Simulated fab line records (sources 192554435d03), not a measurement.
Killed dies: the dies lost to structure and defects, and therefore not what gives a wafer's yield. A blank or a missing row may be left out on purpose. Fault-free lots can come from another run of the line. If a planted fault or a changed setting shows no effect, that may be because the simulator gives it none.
fab line records | flow n5-finfet
record: lots: 9 | wafers: 27 | last-day: 17
route steps=1938 shown FIN_CUT@177 STI_FIN_REVEAL@183 BEOL_M4@1111 PASSIVATION@1936
lots that met no fault: taken from a fault-free run of the same line
start-h: the number of hours between the record's first day and the start of the first shown wafer of the lot | wait-h: time in hours since the lot's previous step | " unchanged from the row above | L1.1+2: one row covering several wafers at once | - value missing, or start not given | * or withheld: withheld | < > ~ a bound
route shown NAME@n: NAME is a module with steps in the file, n the number in the route of the first one | usual: mean/standard deviation of fault-free wafers | same: alike in all rows | chamber/n: place in a boat | sites: each site's reading | _std_site: the values' standard deviation | _edge_site: the outer-site mean with the inner-site mean subtracted | radius-mm: how far each site lies from the wafer's centre | mask NAME#n: copy n | behind: the tool/chamber that last shaped the wafer | hold: cause of the lot's hold/its duration in hours/its outcome | device: names the non-switching transistor (n, p or np) | end of line: at the end of the route, the tests of the same wafers | a step with no rows: only its recipe | killed: not the wafer's yield, but the dies lost to structure and defects at the first sort | map: a wafer's dies, x killed, . not, _ none there
set.NAME: setting as actually run; set.NAME@STEP: the setting as run at that earlier step | model.NAME: the simulator's own value behind a step, which no gauge read
steps of the route over a sample of lots; a table a step, a row a wafer
services: the hour from which a tool's chamber was out of use, counted from the record's first day as start-h (under 0 if before that day), plus the number of hours and why
== steps ==
step: N5_FIN_CUT_CUT_ETCH_28
recipe: chemistry: HBr/Cl2/O2 | target: Si | target-depth-a: 60 | mask-material: SOC | time-s: 2.4 | ion-energy-ev: * | bias-w: * | pressure-mtorr: 10 | icp-w: 800 | HBr_flow_sccm: 150 | Cl2_flow_sccm: 80 | O2_flow_sccm: 12
usual: chamber-pressure-mTorr: 9.999/0.009 | drypump-motor-current-A: 5.83/0.26 | oes-product-au: 1.000/0.014 | throttle-valve-pct: 37.4/0.35
lot.wafer | tool      | chamber | start-h | wait-h | chamber-pressure-mTorr | drypump-motor-current-A | oes-product-au | rf-hours-counter-h | throttle-valve-pct
L110.1    | rie-si-01 | 3       | 35.90   | 0.0    | 9.996                  | 5.99                    | 1.001          | 111                | 37.3
L110.3    | "         | 0       | "       | "      | 10.002                 | 5.77                    | 1.011          | 175                | 37.9
L110.6    | "         | 1       | "       | "      | 10.001                 | 6.00                    | 1.001          | -                  | 37.2
L113.1    | rie-si-01 | 0       | 52.80   | 0.0    | 10.011                 | 5.74                    | 1.014          | 176                | 37.9
L113.2    | "         | 2       | "       | "      | 10.009                 | 5.30                    | 1.006          | 175                | 37.0
L113.5    | "         | 3       | "       | "      | 10.011                 | 5.91                    | 0.996          | -                  | 37.3
L115.1    | rie-si-06 | 0       | 64.65   | 0.0    | 10.000                 | 5.92                    | 1.025          | 7                  | 38.0
L115.4    | "         | 1       | "       | "      | 10.001                 | 5.79                    | 0.992          | -                  | 37.6
L115.5    | "         | 0       | "       | "      | 10.000                 | 5.92                    | 1.030          | -                  | 38.0
L117.1    | rie-si-02 | 2       | 76.96   | 0.0    | 9.995                  | 5.83                    | 0.986          | 42                 | 37.5
L117.2    | "         | 3       | "       | "      | 10.016                 | 5.84                    | 0.967          | 23                 | 36.9
L117.5    | "         | 2       | "       | "      | 10.003                 | 5.85                    | 0.986          | -                  | 37.5
L124.2    | rie-si-06 | 2       | 119.23  | 0.0    | 9.985                  | 6.05                    | 1.000          | 8                  | 37.1
L124.5    | "         | 0       | "       | "      | 9.973                  | 5.93                    | 1.025          | -                  | 38.0
L124.6    | "         | 3       | "       | "      | 10.001                 | 6.21                    | 0.991          | -                  | 36.9
L126.1    | rie-si-01 | 0       | 129.87  | 0.0    | 10.020                 | 5.73                    | 0.997          | 177                | 37.9
L126.2    | "         | 1       | "       | "      | 9.986                  | 6.01                    | 0.994          | 19                 | 37.2
L126.6    | "         | 2       | "       | "      | 10.009                 | 5.30                    | 1.001          | -                  | 37.0
L127.1    | rie-si-01 | 2       | 136.52  | 0.0    | 10.003                 | 5.30                    | 1.004          | 177                | 37.0
L127.2    | "         | 1       | "       | "      | 10.006                 | 6.01                    | 1.005          | 19                 | 37.2
L127.4    | "         | 3       | "       | "      | 10.005                 | 5.93                    | 0.997          | 113                | 37.3
L131.1    | rie-si-01 | 3       | 160.05  | 0.0    | 10.013                 | 5.87                    | 0.994          | 113                | 37.3
L131.2    | "         | 1       | "       | "      | 9.993                  | 5.98                    | 1.006          | 20                 | 37.2
L131.5    | "         | 2       | "       | "      | 10.011                 | 5.29                    | 1.000          | -                  | 37.0
L132.1    | rie-si-02 | 2       | 165.54  | 0.0    | 9.992                  | 5.87                    | 0.982          | 43                 | 37.5
L132.2    | "         | 0       | "       | "      | 10.006                 | 5.22                    | 0.983          | 69                 | 37.3
L132.5    | "         | 1       | "       | "      | 9.995                  | 5.83                    | 1.012          | -                  | 37.1
step: N5_STI_FIN_REVEAL_ALD_00
recipe: material: SiO2 | target-thk-a: 10 | temp-c: 300 | ald-precursor-family: BDEAS | ald-co-reactant: O2-plasma | pulse-time-s: 1 | pressure-torr: 2
usual: heater-power-w: 451/55 | precursor-pulse-height-rel: 1.000/0.021
lot.wafer | tool       | chamber | start-h | wait-h | heater-power-w | precursor-pulse-height-rel | since-wet-clean-h
L110.1    | ald-sin-03 | 2       | 36.48   | 0.3    | 415            | 0.999                      | 317
L110.3    | "          | 0       | "       | "      | 429            | 0.997                      | 317
L110.6    | "          | 1       | "       | "      | 583            | 0.996                      | -
L113.1    | ald-sin-03 | 0       | 53.13   | 0.0    | 441            | 0.995                      | 334
L113.2    | "          | 2       | "       | "      | 430            | 0.983                      | 334
L113.5    | "          | 1       | "       | "      | 580            | 0.994                      | -
L115.1    | ald-sin-03 | 3       | 64.92   | 0.0    | 459            | 1.007                      | 346
L115.4    | "          | 2       | "       | "      | 414            | 1.010                      | 346
L115.5    | "          | 2       | "       | "      | 411            | 0.977                      | -
L117.1    | ald-sin-04 | 1       | 77.22   | 0.0    | 477            | 1.016                      | 175
L117.2    | "          | 2       | "       | "      | 358            | 1.020                      | 175
L117.5    | "          | 1       | "       | "      | 463            | 0.994                      | -
L124.2    | ald-sin-03 | 0       | 119.53  | 0.1    | 439            | 0.998                      | 20
L124.5    | "          | 3       | "       | "      | 497            | 0.997                      | -
L124.6    | "          | 2       | "       | "      | 395            | 0.998                      | -
L126.1    | ald-sin-04 | 1       | 130.14  | 0.0    | 454            | 1.005                      | 228
L126.2    | "          | 2       | "       | "      | 366            | 1.024                      | 228
L126.6    | "          | 0       | "       | "      | 401            | 0.998                      | -
L127.1    | ald-sin-04 | 3       | 136.96  | 0.1    | 460            | 1.009                      | 235
L127.2    | "          | 2       | "       | "      | 368            | 1.023                      | 235
L127.4    | "          | 0       | "       | "      | 394            | 0.967                      | 235
L131.1    | ald-sin-03 | 0       | 160.32  | 0.0    | 423            | 1.016                      | 61
L131.2    | "          | 2       | "       | "      | 397            | 1.012                      | 61
L131.5    | "          | 0       | "       | "      | 433            | 1.004                      | -
L132.1    | ald-sin-03 | 2       | 166.26  | 0.5    | 391            | 1.024                      | 67
L132.2    | "          | 3       | "       | "      | 493            | 1.019                      | 67
L132.5    | "          | 1       | "       | "      | 571            | 1.013                      | -
step: N5_STI_FIN_REVEAL_DENSIFY_30
recipe: temp-c: * | time-s: * | ambient: N2 | idle-temp-c: 600 | ramp-up-c-per-s: 150 | ramp-down-c-per-s: 60 | cool-to-c: 600
usual: lamp-power-pct: 11.53/0.047 | wafer_temp_C_max: *
lot.wafer | tool          | chamber | start-h | wait-h | lamp-power-pct | wafer_temp_C_max
L110.1    | rtp-anneal-01 | 0       | 42.50   | 0.0    | 11.50          | *
L110.3    | "             | 0       | "       | "      | 11.53          | *
L110.6    | "             | 0       | "       | "      | 11.46          | *
L113.1    | rtp-anneal-01 | 0       | 58.56   | 0.0    | 11.50          | *
L113.2    | "             | 0       | "       | "      | 11.52          | *
L113.5    | "             | 0       | "       | "      | 11.54          | *
L115.1    | rtp-anneal-02 | 0       | 70.33   | 0.0    | 11.56          | *
L115.4    | "             | 0       | "       | "      | 11.51          | *
L115.5    | "             | 0       | "       | "      | 11.49          | *
L117.1    | rtp-anneal-01 | 0       | 82.66   | 0.0    | 11.45          | *
L117.2    | "             | 0       | "       | "      | 11.59          | *
L117.5    | "             | 0       | "       | "      | 11.52          | *
L124.2    | rtp-anneal-02 | 0       | 124.97  | 0.1    | 11.48          | *
L124.5    | "             | 0       | "       | "      | 11.55          | *
L124.6    | "             | 0       | "       | "      | 11.69          | *
L126.1    | rtp-anneal-01 | 0       | 135.55  | 0.0    | 11.54          | *
L126.2    | "             | 0       | "       | "      | 11.45          | *
L126.6    | "             | 0       | "       | "      | 11.55          | *
L127.1    | rtp-anneal-02 | 0       | 142.49  | 0.1    | 11.50          | *
L127.2    | "             | 0       | "       | "      | 11.60          | *
L127.4    | "             | 0       | "       | "      | 11.51          | *
L131.1    | rtp-anneal-01 | 0       | 165.73  | 0.0    | 11.52          | *
L131.2    | "             | 0       | "       | "      | 11.57          | *
L131.5    | "             | 0       | "       | "      | 11.46          | *
L132.1    | rtp-anneal-02 | 0       | 171.77  | 0.1    | 11.50          | *
L132.2    | "             | 0       | "       | "      | 11.61          | *
L132.5    | "             | 0       | "       | "      | 11.58          | *
step: N5_STI_FIN_REVEAL_RECESS_09
recipe: chemistry: HF/NH3 | target: SiO2 | afs-cycles: 11 | target-depth-a: 425 | temp-c: 30 | sublimation-temp-c: 180 | sublimation-time-s: 60
usual: drypump-motor-current-A: 5.6/0.41 | temp-c: 30.00/0.12
lot.wafer | tool          | chamber | start-h | wait-h | drypump-motor-current-A | temp-c
L110.1    | vapor-etch-02 | 0       | 43.04   | 0.0    | 5.2                     | 30.03
L110.3    | "             | 0       | "       | "      | 5.1                     | 29.92
L110.6    | "             | 0       | "       | "      | 5.2                     | 29.92
L113.1    | vapor-etch-02 | 0       | 59.02   | 0.0    | 5.2                     | 30.17
L113.2    | "             | 1       | "       | "      | 5.3                     | 30.06
L113.5    | "             | 1       | 60.08   | 1.1    | 5.3                     | 30.15
L115.1    | vapor-etch-01 | 0       | 71.04   | 0.0    | 5.8                     | 29.86
L115.4    | "             | 1       | "       | "      | 6.2                     | 30.12
L115.5    | "             | 1       | "       | "      | 6.3                     | 30.06
L117.1    | vapor-etch-01 | 0       | 83.13   | 0.0    | 5.8                     | 29.97
L117.2    | "             | 1       | "       | "      | 6.2                     | 30.13
L117.5    | "             | 0       | 84.19   | 1.1    | 5.8                     | 30.00
L124.2    | vapor-etch-02 | 1       | 125.40  | 0.0    | 5.3                     | 29.90
L124.5    | "             | 0       | 126.46  | 1.1    | 5.2                     | 29.91
L124.6    | "             | 1       | "       | "      | 5.3                     | 30.01
L126.1    | vapor-etch-01 | 0       | 136.02  | 0.0    | 5.8                     | 28.19
L126.2    | "             | 1       | "       | "      | 6.2                     | 27.94
L126.6    | "             | 1       | 137.08  | 1.1    | 6.2                     | 28.05
L127.1    | vapor-etch-01 | 0       | 143.02  | 0.0    | 5.8                     | 27.84
L127.2    | "             | 0       | "       | "      | 5.8                     | 27.90
L127.4    | "             | 0       | 145.14  | 2.1    | 5.8                     | 27.91
L131.1    | vapor-etch-02 | 0       | 166.20  | 0.0    | 5.2                     | 29.95
L131.2    | "             | 1       | "       | "      | 5.3                     | 30.24
L131.5    | "             | 1       | 167.26  | 1.1    | 5.3                     | 30.13
L132.1    | vapor-etch-02 | 0       | 172.37  | 0.0    | 5.2                     | 29.93
L132.2    | "             | 1       | "       | "      | 5.4                     | 30.14
L132.5    | "             | 0       | 173.43  | 1.1    | 5.2                     | 29.83
step: N5_STI_FIN_REVEAL_FIN_H_MEAS_10
usual: trench-depth-nm: 52.1/0.79
lot.wafer | tool   | chamber | start-h | wait-h | trench-depth-nm
L110.1    | ocd-02 | -       | 45.74   | 0.0    | 50.1
L110.3    | "      | -       | "       | "      | 51.0
L110.6    | "      | -       | "       | "      | 50.9
L113.1    | ocd-02 | -       | 61.72   | 0.0    | 51.6
L113.2    | "      | -       | "       | "      | 52.1
L113.5    | "      | -       | "       | "      | 50.8
L115.1    | ocd-02 | -       | 73.75   | 0.0    | 52.4
L115.4    | "      | -       | "       | "      | 52.6
L115.5    | "      | -       | "       | "      | 52.1
L117.1    | ocd-02 | -       | 85.83   | 0.0    | 52.1
L117.2    | "      | -       | "       | "      | 52.6
L117.5    | "      | -       | "       | "      | 52.3
L124.2    | ocd-01 | -       | 128.10  | 0.0    | 51.1
L124.5    | "      | -       | "       | "      | 51.3
L124.6    | "      | -       | "       | "      | 50.9
L126.1    | ocd-01 | -       | 138.72  | 0.0    | 55.0
L126.2    | "      | -       | "       | "      | 54.1
L126.6    | "      | -       | "       | "      | 54.9
L127.1    | ocd-01 | -       | 148.37  | 0.0    | 55.1
L127.2    | "      | -       | "       | "      | 54.6
L127.4    | "      | -       | "       | "      | 56.0
L131.1    | ocd-01 | -       | 168.91  | 0.0    | 52.9
L131.2    | "      | -       | "       | "      | 52.7
L131.5    | "      | -       | "       | "      | 51.9
L132.1    | ocd-01 | -       | 175.07  | 0.0    | 53.1
L132.2    | "      | -       | "       | "      | 53.3
L132.5    | "      | -       | "       | "      | 53.1
step: N5_BEOL_M4_RC_MEAS_101
usual: DIBL_N: 35.8/1.8 | DIBL_P: 35.6/2 | IOFF_N: 0.148/0.028 | IOFF_P: 0.20/0.034 | ION_N: 672/12 | ION_P: 462/8.5 | SS_N: 71.2/0.65 | SS_P: 73.1/0.67 | VT_N: 251/3.3 | VT_P: -251/3.8
lot.wafer | tool      | chamber | start-h | wait-h | DIBL_N[mV/V] | DIBL_P[mV/V] | IOFF_N[nA/um] | IOFF_P[nA/um] | ION_N[uA/um] | ION_P[uA/um] | SS_N[mV/dec] | SS_P[mV/dec] | VT_N[mV] | VT_P[mV]
L110.1    | prober-01 | 0       | 170.97  | 0.0    | 37.7         | 38.6         | 0.156         | 0.22          | 647          | 451          | 72.1         | 73.9         | 252      | -247
L110.3    | "         | 0       | "       | "      | 36.9         | 36.7         | 0.151         | 0.20          | 672          | 461          | 70.9         | 72.5         | 252      | -248
L110.6    | "         | 0       | "       | "      | 36.8         | 37.4         | 0.145         | 0.21          | 674          | 464          | 70.4         | 73.5         | 250      | -248
L113.1    | prober-01 | 0       | 199.23  | 0.0    | 36.3         | 37.7         | 0.161         | 0.19          | 686          | 464          | 71.5         | 72.9         | 250      | -256
L113.2    | "         | 0       | "       | "      | 35.4         | 38.2         | 0.152         | 0.20          | 674          | 463          | 71.5         | 72.6         | 252      | -254
L113.5    | "         | 0       | "       | "      | 36.7         | 37.9         | 0.165         | 0.19          | 671          | 461          | 71.0         | 73.1         | 250      | -256
L115.1    | prober-02 | 0       | 203.75  | 0.0    | 33.2         | 32.1         | 0.111         | 0.16          | 667          | 459          | 70.4         | 72.0         | 254      | -256
L115.4    | "         | 0       | "       | "      | 34.2         | 33.6         | 0.129         | 0.19          | 674          | 467          | 70.5         | 72.8         | 250      | -250
L115.5    | "         | 0       | "       | "      | 34.0         | 32.3         | 0.116         | 0.16          | 655          | 453          | 70.5         | 72.6         | 254      | -253
L117.1    | prober-01 | 0       | 204.22  | 0.0    | 33.9         | 31.6         | 0.107         | 0.17          | 652          | 459          | 70.5         | 72.6         | 255      | -251
L117.2    | "         | 0       | "       | "      | 36.2         | 35.5         | 0.157         | 0.23          | 682          | 474          | 71.4         | 73.2         | 250      | -246
L117.5    | "         | 0       | "       | "      | 36.4         | 35.4         | 0.153         | 0.22          | 667          | 462          | 71.6         | 73.1         | 250      | -247
L124.2    | prober-02 | 0       | 262.13  | 0.2    | 32.9         | 33.5         | 0.126         | 0.21          | 676          | 472          | 70.3         | 73.4         | 251      | -248
L124.5    | "         | 0       | "       | "      | 35.7         | 35.7         | 0.171         | 0.24          | 688          | 475          | 71.7         | 74.5         | 247      | -245
L124.6    | "         | 0       | "       | "      | 34.3         | 34.1         | 0.139         | 0.22          | 684          | 471          | 71.1         | 73.3         | 252      | -244
L126.1    | prober-02 | 0       | 264.20  | 0.0    | 37.3         | 38.7         | 0.144         | 0.17          | 698          | 468          | 71.0         | 73.9         | 254      | -254
L126.2    | "         | 0       | "       | "      | 31.4         | 32.0         | 0.071         | 0.11          | 654          | 450          | 69.5         | 71.4         | 266      | -260
L126.6    | "         | 0       | "       | "      | 35.2         | 36.7         | 0.114         | 0.15          | 692          | 469          | 70.1         | 73.4         | 258      | -257
L127.1    | prober-01 | 0       | 267.31  | 0.0    | 37.9         | 39.1         | 0.189         | 0.24          | 709          | 484          | 71.9         | 73.5         | 247      | -248
L127.2    | "         | 0       | "       | "      | 35.0         | 34.0         | 0.132         | 0.17          | 692          | 475          | 71.3         | 72.9         | 251      | -252
L127.4    | "         | 0       | "       | "      | 35.1         | 35.8         | 0.145         | 0.17          | 709          | 486          | 71.4         | 73.1         | 250      | -255
L131.1    | prober-02 | 0       | 306.87  | 0.0    | 35.8         | 35.0         | 0.147         | 0.19          | 677          | 463          | 71.3         | 72.4         | 250      | -248
L131.2    | "         | 0       | "       | "      | 38.4         | 37.4         | 0.197         | 0.24          | 691          | 478          | 71.6         | 72.5         | 246      | -247
L131.5    | "         | 0       | "       | "      | 35.3         | 33.1         | 0.138         | 0.18          | 682          | 464          | 71.0         | 71.9         | 254      | -250
L132.1    | prober-02 | 0       | 310.71  | 0.0    | 34.5         | 34.1         | 0.145         | 0.19          | 673          | 471          | 70.7         | 72.4         | 249      | -249
L132.2    | "         | 0       | "       | "      | 35.1         | 35.6         | 0.163         | 0.21          | 687          | 470          | 70.5         | 72.9         | 246      | -247
L132.5    | "         | 0       | "       | "      | 35.3         | 35.2         | 0.164         | 0.21          | 692          | 469          | 70.9         | 72.9         | 247      | -247
step: N5_PASSIVATION_PROBE_49
usual: defect-limited-yield: 91.3/1.5 | killed_at_M0_to_M3: 34/11 | killed_at_M4_up: 14/6.1 | killed-at-contacts: 12/5.9 | killed-at-front-end: 39/11 | killed-at-other: 4/3.3 | killed-dies: 102/18 | killed-open: 67/13 | killed-short: 33/7.9 | sort_bin_5_function: 5.1/1 | sort_bin_6_memory: 3.3/0.7 | sort-n-pass: 1077/19 | sort-yield-pct: 91.3/1.6
same: gross-dies: 1180 | killed-at-back-side: 0 | sort_bin_4_leakage[%]: 0 | sort_bin_8_speed[%]: 0
lot.wafer | tool      | chamber | start-h | wait-h | defect-limited-yield[%] | killed_at_M0_to_M3 | killed_at_M4_up | killed-at-contacts | killed-at-front-end | killed-at-other | killed-dies | killed-open | killed-short | sort_bin_5_function[%] | sort_bin_6_memory[%] | sort-n-pass | sort-yield-pct[%]
L126.1    | prober-01 | -       | 370.04  | 0.0    | 90.8                    | 34                 | 14              | 12                 | 43                  | 5               | 108         | 61          | 46           | 4.3                    | 4.3                  | 1072        | 90.8
L126.2    | prober-01 | -       | 370.09  | 0.1    | 92.8                    | 20                 | 14              | 10                 | 33                  | 8               | 85          | 46          | 33           | 4.2                    | 2.7                  | 1095        | 92.8
L126.6    | prober-01 | -       | 370.29  | 0.3    | 90.9                    | 35                 | 22              | 15                 | 32                  | 3               | 107         | 73          | 32           | 4.6                    | 4.2                  | 1073        | 90.9
killed by level:class
L126.1 FIN_SAQP:geometric-particle:short=16 BEOL_M0_SAQP:geometric-particle:open=11 BEOL_M0_SAQP:geometric-particle:short=9 DUMMY_GATE:geometric-particle:open=7 MOL_CONTACT_COAG:geometric-particle:open=7 FIN_SAQP:geometric-particle:open=6 MOL_CONTACT_COAG:geometric-particle:short=5 BEOL_M2:geometric-particle:open=5
L126.2 MOL_CONTACT_COAG:geometric-particle:open=8 FIN_SAQP:geometric-particle:short=7 STI_FIN_REVEAL:geometric-particle:open=7 BEOL_M5:geometric-particle:open=6 BEOL_M0_SAQP:geometric-particle:short=5 FIN_SAQP:geometric-particle:open=4 STARTING-WAFER:geometric-particle:short=4 GATE_CUT:geometric-particle:short=3
L126.6 MOL_CONTACT_COAG:geometric-particle:open=13 FIN_SAQP:geometric-particle:short=9 BEOL_M1:geometric-particle:open=8 BEOL_M0_SAQP:geometric-particle:open=7 FIN_SAQP:geometric-particle:open=6 BEOL_M2:geometric-particle:open=6 BEOL_M0_SAQP:geometric-particle:short=5 BEOL_M0:geometric-particle:open=5
== services ==
tool          | chamber | start-h | hours | kind
ald-sin-04    | -       | 27.73   | 6.0   | pm
ald-sin-03    | 1       | 37.68   | 4.0   | repair
rie-si-06     | 3       | 41.44   | 53.8  | repair
rie-si-01     | 1       | 59.49   | 1.5   | repair
rtp-anneal-02 | -       | 61.30   | 4.6   | pm
ald-sin-03    | -       | 85.25   | 14.0  | pm
ald-sin-03    | 0       | 85.25   | 14.0  | vent-cycle
ald-sin-03    | 1       | 85.25   | 14.0  | vent-cycle
ald-sin-03    | 2       | 85.25   | 14.0  | vent-cycle
ald-sin-03    | 3       | 85.25   | 14.0  | vent-cycle
ald-sin-03    | 0       | 99.25   | -     | clean
ald-sin-03    | 1       | 99.25   | -     | clean
ald-sin-03    | 2       | 99.25   | -     | clean
ald-sin-03    | 3       | 99.25   | -     | clean
rtp-anneal-02 | -       | 106.03  | 1.2   | pm
vapor-etch-01 | 1       | 137.75  | 11.0  | repair
== key ==
first-sign: step: N5_STI_FIN_REVEAL_RECESS_09 | reading: temp-c | direction: down | sigmas: 17 | usual: * | struck: *
effect: step: N5_STI_FIN_REVEAL_FIN_H_MEAS_10 | reading: trench-depth-nm | direction: up | sigmas: 3.6 | usual: 52.1 | struck: 54.9
effect: step: N5_BEOL_M4_RC_MEAS_101 | reading: ION_N | direction: up | sigmas: 1.6 | usual: 672 | struck: 692
met-at N5_STI_FIN_REVEAL_RECESS_09
struck-lots L126,L127
not-acting-at N5_FIN_CUT_CUT_ETCH_28,N5_STI_FIN_REVEAL_ALD_00,N5_STI_FIN_REVEAL_DENSIFY_30
onset-between 83.13 136.02
fault: kind: process-parameter-drift | tool: vapor-etch-01 | chamber: - | onset-h: 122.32 | steps: N5_STI_FIN_REVEAL_RECESS_09 | channel: temp-c | offset: * | shape: step | end-h: 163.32 | acts-in: * | stated: *
